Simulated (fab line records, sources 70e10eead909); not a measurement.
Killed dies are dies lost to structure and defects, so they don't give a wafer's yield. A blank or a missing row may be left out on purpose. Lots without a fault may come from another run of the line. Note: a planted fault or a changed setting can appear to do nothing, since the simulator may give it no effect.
What tool caused it? | flow nand-harc | Sampling: 6 lots, 18 wafers, 5 of 1159 route steps

== WHAT THE GAUGES READ, wafer by wafer ==
NHARC_END_SORT_01.
lot  | measured     | on        | defect-limited-yield (%)
L875 | day 20 02:56 | prober-01 | 97.0 97.0 97.2
L885 | day 21 12:47 | prober-02 | 87.3 83.3 85.2
L890 | day 22 07:10 | prober-02 | 94.8

== WHICH TOOL RAN EACH LOT (tool, then ch and the chambers of the sampled wafers, then the start) ==
lot  | NHARC_A_BONDPAD_STRIP_16            | NHARC_THIN_TSV_DEP_43           | NHARC_THIN_TSV_STRIP_62              | NHARC_THIN_TSV_PVD_19
L875 | wet-bench-08 ch 0,1,5, day 18 10:46 | pecvd-04 ch 0,2, day 19 08:19   | plasma-asher-01 ch 0,1, day 19 11:44 | pvd-sputter-02, day 20 02:56 or earlier
L885 | wet-bench-08 ch 0,1,6, day 20 03:32 | pecvd-04 ch 0,1, day 20 20:46   | plasma-asher-02 ch 0,1, day 21 00:13 | pvd-sputter-02, day 21 12:47 or earlier
L890 | wet-bench-10 ch 5,6,7, day 21 01:04 | pecvd-03 ch 1,2, day 21 14:42   | plasma-asher-01 ch 0,1, day 21 18:08 | pvd-sputter-03, day 22 07:10 or earlier
L895 | wet-bench-10 ch 0,1,5, day 23 02:40 | pecvd-03 ch 0,1,2, day 23 17:22 | plasma-asher-02 ch 0,1, day 23 20:43 | pvd-sputter-03, no start
L894 | wet-bench-08 ch 0,3,5, day 23 11:06 | pecvd-02 ch 1,2, day 24 00:39   | plasma-asher-01 ch 0,1, day 24 04:11 | pvd-sputter-01, no start
L897 | wet-bench-10 ch 1,2,5, day 23 18:39 | pecvd-02 ch 0,1,2, day 24 08:49 | plasma-asher-02 ch 0,1, day 24 12:16 | pvd-sputter-01, no start
- NHARC_A_BONDPAD_STRIP_16: strips in post etch residue remover, time 600 s.
- NHARC_THIN_TSV_DEP_43: deposits SiO2, target thk 1328.5 nm.
- NHARC_THIN_TSV_STRIP_62: strips in N2/H2, time 20 s.
- NHARC_THIN_TSV_PVD_19: deposits TaN, target thk 20 nm.

== THE ANSWER, worked out from the rows above alone ==
Rule: the usual values come from the lots themselves. Put in order of their means at a reading, lots are off if they are a third of the lots or fewer, leave a main group of 4 or more, and stand apart from it by a gap of 3 or more times the standard deviation of the main group's means; of several such gaps the widest counts. A main group whose means are all the same, to the digits that the tables above print for the reading, isn't used. Also off: a lot with no number at a reading for which 4 or more lots have one. All remaining lots with rows at the step are treated as sound.
None of the lots is off at any reading shown; this tells nothing.

== WHAT THE SIMULATOR PUT IN ==
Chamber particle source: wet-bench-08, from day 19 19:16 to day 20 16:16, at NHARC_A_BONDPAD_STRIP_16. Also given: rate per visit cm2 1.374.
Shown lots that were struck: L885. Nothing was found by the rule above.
